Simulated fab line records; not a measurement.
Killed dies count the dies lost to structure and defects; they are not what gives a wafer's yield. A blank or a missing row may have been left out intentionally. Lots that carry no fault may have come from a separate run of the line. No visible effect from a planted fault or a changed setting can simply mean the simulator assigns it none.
Lot-split experiment || flow n5_finfet || route with 1938 steps; 7 lots, 21 wafers read

SPLIT DETAILS
At N5_FIN_SAQP_SPACER1_ALD_24 (deposits SiO2, target thk 20.3 nm, pulse time 1 s, purge time 2 s), the setting temp_c was moved away from the recipe's 300 C on 6 of the 21 wafers read, by -4.2% to +3.4%. This setting was run at the recipe's value on the other wafers.

FROM SPLIT TO READING: 1 step shown by the file between the two
- N5_FIN_SAQP_SPACER1_ETCHBACK_25: etches SiO2 in CHF3/O2, target depth 24.4 nm, time 12.2 s

THE READING
FIN_SAQP.cd_nm (the simulator's own value, which no gauge read), in nm, at N5_FIN_SAQP_MANDREL1_REMOVE_56 (chemistry HBr/Cl2/O2, target a-Si, stops on SiNx, bt time 10 s). No usual value for it is given in the file. Across the 15 wafers here that went through the recipe, the average is 20.3 nm and the standard deviation 0.17 nm.

{"wafer": "L080.1", "tool, chamber at the split": "ald_sin-04, 3,2,1", "temp_c as run, C": 300, "against the recipe": "recipe", "FIN_SAQP.cd_nm, nm": 20.4, "against lot-mates on the recipe": "-"}
{"wafer": "L080.6", "tool, chamber at the split": "ald_sin-04, 3,2,1", "temp_c as run, C": 300, "against the recipe": "recipe", "FIN_SAQP.cd_nm, nm": 20.4, "against lot-mates on the recipe": "-"}
{"wafer": "L080.3", "tool, chamber at the split": "ald_sin-04, 3,2,1", "temp_c as run, C": 300, "against the recipe": "recipe", "FIN_SAQP.cd_nm, nm": 20.2, "against lot-mates on the recipe": "-"}
{"wafer": "L083.2", "tool, chamber at the split": "ald_sin-03, 0", "temp_c as run, C": 300, "against the recipe": "recipe", "FIN_SAQP.cd_nm, nm": 20.2, "against lot-mates on the recipe": "-"}
{"wafer": "L083.4", "tool, chamber at the split": "ald_sin-03, 2", "temp_c as run, C": 288.4, "against the recipe": "-3.9%", "FIN_SAQP.cd_nm, nm": 21.4, "against lot-mates on the recipe": "+1.2"}
{"wafer": "L083.6", "tool, chamber at the split": "ald_sin-03, 2", "temp_c as run, C": 288.4, "against the recipe": "-3.9%", "FIN_SAQP.cd_nm, nm": 21.2, "against lot-mates on the recipe": "+1.0"}
{"wafer": "L084.1", "tool, chamber at the split": "ald_sin-03, 1", "temp_c as run, C": 306.7, "against the recipe": "+2.2%", "FIN_SAQP.cd_nm, nm": 20.2, "against lot-mates on the recipe": "+0.0"}
{"wafer": "L084.3", "tool, chamber at the split": "ald_sin-03, 3", "temp_c as run, C": 300, "against the recipe": "recipe", "FIN_SAQP.cd_nm, nm": 20.2, "against lot-mates on the recipe": "-"}
{"wafer": "L084.6", "tool, chamber at the split": "ald_sin-03, 0", "temp_c as run, C": 300, "against the recipe": "recipe", "FIN_SAQP.cd_nm, nm": 20.2, "against lot-mates on the recipe": "-"}
{"wafer": "L086.1", "tool, chamber at the split": "ald_sin-02, 1", "temp_c as run, C": 287.5, "against the recipe": "-4.2%", "FIN_SAQP.cd_nm, nm": 21.2, "against lot-mates on the recipe": "+1.0"}
{"wafer": "L086.6", "tool, chamber at the split": "ald_sin-02, 1", "temp_c as run, C": 287.5, "against the recipe": "-4.2%", "FIN_SAQP.cd_nm, nm": 21.2, "against lot-mates on the recipe": "+1.0"}
{"wafer": "L086.4", "tool, chamber at the split": "ald_sin-02, 0", "temp_c as run, C": 300, "against the recipe": "recipe", "FIN_SAQP.cd_nm, nm": 20.2, "against lot-mates on the recipe": "-"}
{"wafer": "L090.1", "tool, chamber at the split": "ald_sin-04, 1", "temp_c as run, C": 300, "against the recipe": "recipe", "FIN_SAQP.cd_nm, nm": 20.6, "against lot-mates on the recipe": "-"}
{"wafer": "L090.3", "tool, chamber at the split": "ald_sin-04, 3,2", "temp_c as run, C": 300, "against the recipe": "recipe", "FIN_SAQP.cd_nm, nm": 20.6, "against lot-mates on the recipe": "-"}
{"wafer": "L090.5", "tool, chamber at the split": "ald_sin-04, 3,2", "temp_c as run, C": 300, "against the recipe": "recipe", "FIN_SAQP.cd_nm, nm": 20.6, "against lot-mates on the recipe": "-"}
{"wafer": "L093.2", "tool, chamber at the split": "ald_sin-02, 2", "temp_c as run, C": 300, "against the recipe": "recipe", "FIN_SAQP.cd_nm, nm": 20.4, "against lot-mates on the recipe": "-"}
{"wafer": "L093.3", "tool, chamber at the split": "ald_sin-02, 1,0", "temp_c as run, C": 300, "against the recipe": "recipe", "FIN_SAQP.cd_nm, nm": 20.2, "against lot-mates on the recipe": "-"}
{"wafer": "L093.5", "tool, chamber at the split": "ald_sin-02, 1,0", "temp_c as run, C": 300, "against the recipe": "recipe", "FIN_SAQP.cd_nm, nm": 20.2, "against lot-mates on the recipe": "-"}
{"wafer": "L097.2", "tool, chamber at the split": "ald_sin-02, 2", "temp_c as run, C": 310.1, "against the recipe": "+3.4%", "FIN_SAQP.cd_nm, nm": 20, "against lot-mates on the recipe": -0.4}
{"wafer": "L097.3", "tool, chamber at the split": "ald_sin-02, 1", "temp_c as run, C": 300, "against the recipe": "recipe", "FIN_SAQP.cd_nm, nm": 20.2, "against lot-mates on the recipe": "-"}
{"wafer": "L097.5", "tool, chamber at the split": "ald_sin-02, 2", "temp_c as run, C": 300, "against the recipe": "recipe", "FIN_SAQP.cd_nm, nm": 20.6, "against lot-mates on the recipe": "-"}
Where a row lists several chambers, the file gives one row for several wafers and doesn't say which wafer went through which chamber.

THE FIT
A straight line over all 21 wafers: FIN_SAQP.cd_nm changes by -0.19 nm for each +1% of temp_c; r = -0.90; the points scatter about the line by 0.19 nm.
The same after taking each lot's own level away (the mean of its wafers on the recipe; 21 wafers): -0.215 nm for each +1%; r = -0.93; scatter 0.17 nm.
According to that fit, moving temp_c by its largest amount changes the reading by 0.9 nm.
Across the lots, their own levels run from 20.20 to 20.60 nm, a range of 2.3 times the standard deviation given above.
Thus the slope moves with the lot-to-lot level: the two fits are different.
Check: with one of the wafers moved furthest among these (-4.2%) left out of the fit, the line predicts +0.961 nm for it against its lot-mates. Against them it came out at +1 nm.

OTHER SPLITS APPLIED TO THESE WAFERS
Other splits were also applied to these wafers ahead of the reading. Each is held against what the fit with the lots' levels taken away leaves over:
{"other split on the same wafers": "N5_WELL_APT_COAT_02 spin_rpm", "wafers away from the commonest value": 8, "r with FIN_SAQP.cd_nm (lot level and that fit taken away)": -0.06}
{"other split on the same wafers": "N5_FIN_SAQP_ALD_61 ald_cycles", "wafers away from the commonest value": 5, "r with FIN_SAQP.cd_nm (lot level and that fit taken away)": -0.25}
{"other split on the same wafers": "N5_FIN_SAQP_PECVD_48 time_s", "wafers away from the commonest value": 6, "r with FIN_SAQP.cd_nm (lot level and that fit taken away)": -0.51}

THE WHOLE CHAIN: every reading that the file lists as answering this split, in the file's order
{"step": "N5_FIN_SAQP_SPACER1_ALD_24", "what it does": "deposits SiO2, target thk 20.3 nm, pulse time 1 s, purge time 2 s", "reading": "SiO2_of_FIN_SAQP_SPACER1_ALD_24.thk_nm (the simulator's own value, which no gauge read)", "change (the file's fit)": "-0.173 nm for each +1% of the setting", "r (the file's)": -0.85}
{"step": "N5_FIN_SAQP_MANDREL1_REMOVE_56", "what it does": "chemistry HBr/Cl2/O2, target a-Si, stops on SiNx, bt time 10 s", "reading": "FIN_SAQP.cd_nm (the simulator's own value, which no gauge read)", "change (the file's fit)": "-0.201 nm for each +1% of the setting", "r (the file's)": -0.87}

THE FILE'S OWN FIT
FIN_SAQP.cd_nm changes by -0.201 nm for each +1% of temp_c, r = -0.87.
